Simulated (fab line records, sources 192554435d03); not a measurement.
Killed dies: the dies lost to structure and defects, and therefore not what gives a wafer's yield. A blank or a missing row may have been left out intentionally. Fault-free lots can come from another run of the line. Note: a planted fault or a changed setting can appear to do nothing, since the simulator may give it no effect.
Split-lot trial / flow n5-finfet / 21 wafers read from 7 lots, route of 1938 steps

ABOUT THE SPLIT
At N5_SDB_COAT_05 (resist thk 90 nm), the setting spin-rpm was moved away from the recipe's 1500 rpm on 6 of the 21 wafers read, by -6.5% to +9.7%. This setting was run at the recipe's value on the other wafers.

FROM THE SPLIT TO THE READING: what the file shows between them, 4 steps
- N5_SDB_EBR_07
- N5_SDB_SOFTBAKE_06: time 60 s
- N5_SDB_EXPOSE_08: exposes mask SDB
- N5_SDB_PEB_09: peb time 60 s

THE READING
CAR-ArF_of_SDB_COAT_05.thk-nm (the simulator's own value, which no gauge read), in nm, at N5_SDB_DEVELOP_10 (develop time 30 s). The file gives no usual value for it. Across the 15 wafers here that went through the recipe, the average is 88.2 nm and the standard deviation 0.2 nm.

wafer=L075.1; tool, chamber at the split=litho-track-03, 0; spin-rpm as run, rpm=1500; against the recipe=recipe; CAR-ArF_of_SDB_COAT_05.thk-nm, nm=88; against lot-mates on the recipe=-
wafer=L075.2; tool, chamber at the split=litho-track-03, 0; spin-rpm as run, rpm=1500; against the recipe=recipe; CAR-ArF_of_SDB_COAT_05.thk-nm, nm=88; against lot-mates on the recipe=-
wafer=L075.4; tool, chamber at the split=litho-track-03, 0; spin-rpm as run, rpm=1622; against the recipe=+8.1%; CAR-ArF_of_SDB_COAT_05.thk-nm, nm=84.4; against lot-mates on the recipe=-3.6
wafer=L086.2; tool, chamber at the split=litho-track-02, 0; spin-rpm as run, rpm=1500; against the recipe=recipe; CAR-ArF_of_SDB_COAT_05.thk-nm, nm=88; against lot-mates on the recipe=-
wafer=L086.3; tool, chamber at the split=litho-track-02, 0; spin-rpm as run, rpm=1500; against the recipe=recipe; CAR-ArF_of_SDB_COAT_05.thk-nm, nm=88.2; against lot-mates on the recipe=-
wafer=L086.4; tool, chamber at the split=litho-track-02, 0; spin-rpm as run, rpm=1500; against the recipe=recipe; CAR-ArF_of_SDB_COAT_05.thk-nm, nm=88.2; against lot-mates on the recipe=-
wafer=L087.2; tool, chamber at the split=litho-track-01, 0; spin-rpm as run, rpm=1500; against the recipe=recipe; CAR-ArF_of_SDB_COAT_05.thk-nm, nm=88.4; against lot-mates on the recipe=-
wafer=L087.4; tool, chamber at the split=litho-track-01, 0; spin-rpm as run, rpm=1442; against the recipe=-3.9%; CAR-ArF_of_SDB_COAT_05.thk-nm, nm=89.8; against lot-mates on the recipe=+1.4
wafer=L087.5; tool, chamber at the split=litho-track-01, 0; spin-rpm as run, rpm=1442; against the recipe=-3.9%; CAR-ArF_of_SDB_COAT_05.thk-nm, nm=89.8; against lot-mates on the recipe=+1.4
wafer=L090.1; tool, chamber at the split=litho-track-01, 0; spin-rpm as run, rpm=1500; against the recipe=recipe; CAR-ArF_of_SDB_COAT_05.thk-nm, nm=88.4; against lot-mates on the recipe=-
wafer=L090.3; tool, chamber at the split=litho-track-01, 0; spin-rpm as run, rpm=1500; against the recipe=recipe; CAR-ArF_of_SDB_COAT_05.thk-nm, nm=88.2; against lot-mates on the recipe=-
wafer=L090.4; tool, chamber at the split=litho-track-01, 0; spin-rpm as run, rpm=1403; against the recipe=-6.5%; CAR-ArF_of_SDB_COAT_05.thk-nm, nm=91.6; against lot-mates on the recipe=+3.3
wafer=L091.1; tool, chamber at the split=litho-track-02, 0; spin-rpm as run, rpm=1500; against the recipe=recipe; CAR-ArF_of_SDB_COAT_05.thk-nm, nm=88; against lot-mates on the recipe=-
wafer=L091.3; tool, chamber at the split=litho-track-02, 0; spin-rpm as run, rpm=1500; against the recipe=recipe; CAR-ArF_of_SDB_COAT_05.thk-nm, nm=88.4; against lot-mates on the recipe=-
wafer=L091.5; tool, chamber at the split=litho-track-02, 0; spin-rpm as run, rpm=1500; against the recipe=recipe; CAR-ArF_of_SDB_COAT_05.thk-nm, nm=88.2; against lot-mates on the recipe=-
wafer=L092.2; tool, chamber at the split=litho-track-02, 0; spin-rpm as run, rpm=1500; against the recipe=recipe; CAR-ArF_of_SDB_COAT_05.thk-nm, nm=88; against lot-mates on the recipe=-
wafer=L092.3; tool, chamber at the split=litho-track-02, 0; spin-rpm as run, rpm=1646; against the recipe=+9.7%; CAR-ArF_of_SDB_COAT_05.thk-nm, nm=83.8; against lot-mates on the recipe=-4.1
wafer=L092.5; tool, chamber at the split=litho-track-02, 0; spin-rpm as run, rpm=1500; against the recipe=recipe; CAR-ArF_of_SDB_COAT_05.thk-nm, nm=87.8; against lot-mates on the recipe=-
wafer=L093.1; tool, chamber at the split=litho-track-03, 0; spin-rpm as run, rpm=1500; against the recipe=recipe; CAR-ArF_of_SDB_COAT_05.thk-nm, nm=88.6; against lot-mates on the recipe=-
wafer=L093.4; tool, chamber at the split=litho-track-03, 0; spin-rpm as run, rpm=1551; against the recipe=+3.4%; CAR-ArF_of_SDB_COAT_05.thk-nm, nm=87; against lot-mates on the recipe=-1.4
wafer=L093.5; tool, chamber at the split=litho-track-03, 0; spin-rpm as run, rpm=1500; against the recipe=recipe; CAR-ArF_of_SDB_COAT_05.thk-nm, nm=88.2; against lot-mates on the recipe=-

FIT RESULTS
A straight line over all 21 wafers: CAR-ArF_of_SDB_COAT_05.thk-nm changes by -0.459 nm for each +1% of spin-rpm; r = -0.99; the points scatter about the line by 0.23 nm.
The same after taking each lot's own level away (the mean of its wafers on the recipe; 21 wafers): -0.435 nm for each +1%; r = -0.99; scatter 0.19 nm.
That fit puts the effect of the largest move of spin-rpm on the reading at 4.2 nm.
From 87.90 to 88.40 nm: that is the span of the lots' own levels, equal to 2.4 times the standard deviation above.
So the lot-to-lot level changes the slope little: the two slopes agree.
Check: with one of the wafers moved furthest among these (+9.7%) left out of the fit, the line predicts -4.32 nm for it against its lot-mates. It came out at -4.1 nm against them.

FURTHER SPLITS ON THESE WAFERS
Other splits were also applied to these wafers ahead of the reading. Each is held against what the fit with the lots' levels taken away leaves over:
other split on the same wafers=N5_SD_EPI_N_PRECLEAN_49 time-s; wafers away from the commonest value=11; r with CAR-ArF_of_SDB_COAT_05.thk-nm (lot level and that fit taken away)=+0.20
other split on the same wafers=N5_SDB_COAT_03 spin-rpm; wafers away from the commonest value=6; r with CAR-ArF_of_SDB_COAT_05.thk-nm (lot level and that fit taken away)=-0.06

THE WHOLE CHAIN: every reading that the file lists as answering this split, in the file's order
step=N5_SDB_COAT_05; what it does=resist thk 90 nm; reading=CAR-ArF_of_SDB_COAT_05.thk-nm (the simulator's own value, which no gauge read); change (the file's fit)=-0.446 nm for each +1% of the setting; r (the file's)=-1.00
step=N5_SDB_DEVELOP_10; what it does=develop time 30 s; reading=CAR-ArF_of_SDB_COAT_05.thk-nm (the simulator's own value, which no gauge read); change (the file's fit)=-0.439 nm for each +1% of the setting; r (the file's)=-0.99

FILE'S OWN FIT
CAR-ArF_of_SDB_COAT_05.thk-nm changes by -0.439 nm for each +1% of spin-rpm, r = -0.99.
